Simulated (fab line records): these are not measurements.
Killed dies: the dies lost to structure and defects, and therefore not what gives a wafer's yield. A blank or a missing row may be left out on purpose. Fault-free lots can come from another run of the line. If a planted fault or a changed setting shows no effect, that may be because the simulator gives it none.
Matching of chambers ; flow nand_harc ; 4 sister chambers for NHARC_A_STAIRCASE_ALD_420 on ald_hk-04
The step deposits SiO2, target thk 20 nm, pulse time 6 s, ald cycles 200. 20 wafers are shown with their chamber, then 10 later ones without.

## WAFERS WITH THEIR CHAMBER
wafer;chamber;heater_power_w (W);precursor_pulse_height_rel
L079.2;2;472;0.991
L079.4;0;435;1.034
L079.6;3;526;1.004
L082.1;0;433;1.038
L082.4;2;452;0.993
L082.6;1;453;1.013
L083.2;0;431;0.999
L083.3;3;531;1.014
L083.4;2;465;1.010
L085.2;1;449;1.004
L085.4;2;456;0.972
L085.5;1;457;0.999
L089.1;1;448;1.003
L089.2;0;441;0.994
L089.3;3;525;1.006
L089.4;2;454;1.038
L089.5;0;444;0.997
L089.6;3;519;1.012
L090.1;3;517;0.995
L090.4;2;452;1.001

SIGNATURES, as means of the wafers listed above
reading;chamber 0;chamber 1;chamber 2;chamber 3;scatter within a chamber
heater_power_w;436.80;451.75;458.50;523.60;6.3
precursor_pulse_height_rel;1.01240;1.00475;1.00083;1.00620;0.0171
Rule: a wafer lies at a distance from a chamber equal to the root of the sum of squares, over the readings, of (its reading less the chamber's mean, divided by the reading's scatter). If the next closest chamber is less than 2 further off than the closest, the wafer can't be placed; otherwise it belongs to the closest. How the scatter is found: for the shown wafers, subtract from each reading the mean of its chamber, square and add these, divide the total by (wafers less chambers), then take the root.

## WAFERS WHOSE CHAMBER IS MISSING
wafer;heater_power_w (W);precursor_pulse_height_rel
L090.5;521;0.989
L093.2;506;1.027
L093.3;460;1.026
L093.6;511;0.979
L094.1;529;0.991
L094.4;442;0.986
L094.5;449;1.020
L097.2;445;0.997
L097.4;440;0.981
L097.5;484;1.000

## WHICH CHAMBER EACH ONE RAN IN
wafer;from the rows above;in truth
L090.5;3;3
L093.2;3;3
L093.3;can't be placed: 2 or 1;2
L093.6;3;3
L094.1;3;3
L094.4;can't be placed: 0 or 1 or 2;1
L094.5;can't be placed: 1 or 2 or 0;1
L097.2;can't be placed: 1 or 0 or 2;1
L097.4;can't be placed: 0 or 1 or 2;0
L097.5;can't be placed: 2 or 1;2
Placed correctly: 4 of 10. Cannot be placed on the basis of these rows: 6; the candidates contain the true chamber in 6. Wrongly placed: 0.
